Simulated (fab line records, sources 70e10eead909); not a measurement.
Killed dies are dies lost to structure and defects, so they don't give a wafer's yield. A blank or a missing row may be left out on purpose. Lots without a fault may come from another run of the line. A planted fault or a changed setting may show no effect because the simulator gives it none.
Chamber matching | flow nand_harc | NHARC_A_STAIRCASE_TRIM_20 on rie_diel-12: 4 sister chambers
The step chemistry O2, time 211.2 s. 8 wafers are shown with their chamber, then 8 later ones without.

WAFERS WITH THEIR CHAMBER
wafer  | chamber | showerhead_plenum_p_Torr (Torr) | drypump_motor_current_A (A)
L075.2 | 3       | 3.76                            | 5.0
L075.1 | 2       | 3.39                            | 5.8
L078.5 | 0       | 3.39                            | 5.6
L078.6 | 1       | 3.75                            | 5.7
L078.1 | 2       | 3.38                            | 5.9
L078.3 | 1       | 3.75                            | 5.7
L078.4 | 3       | 3.76                            | 5.0
L090.3 | 0       | 3.37                            | 5.6

WAFERS WITHOUT THEIR CHAMBER
wafer  | showerhead_plenum_p_Torr (Torr) | drypump_motor_current_A (A)
L090.4 | 3.74                            | 5.7
L090.6 | 3.74                            | 5.7
L095.2 | 3.36                            | 5.6
L095.4 | 3.73                            | 5.0
L095.5 | 3.35                            | 5.9
L096.2 | 3.73                            | 5.0
L096.3 | 3.35                            | 5.8
L096.4 | 3.72                            | 5.7

WHICH CHAMBER EACH WENT THROUGH
wafer  | from the rows above | in truth
L090.4 | 1                   | 1
L090.6 | 1                   | 1
L095.2 | 0                   | 0
L095.4 | 3                   | 3
L095.5 | 2                   | 2
L096.2 | 3                   | 3
L096.3 | 2                   | 2
L096.4 | 1                   | 1
Placed correctly: 8 of 8. Can't be placed from these rows: 0. Placed wrongly: 0.
How it was worked out, from the rows above alone: a wafer's distance from a chamber is the root of the sum, over the readings, of the square of ((its reading less the chamber's mean) divided by the reading's scatter). The wafer belongs to the nearest chamber; if the next one is less than 2 further off, it can't be placed. A chamber's mean is the mean of its shown wafers. The scatter: the root of (the sum of the squares of (reading less its chamber's mean) over the shown wafers, divided by (wafers less chambers)).
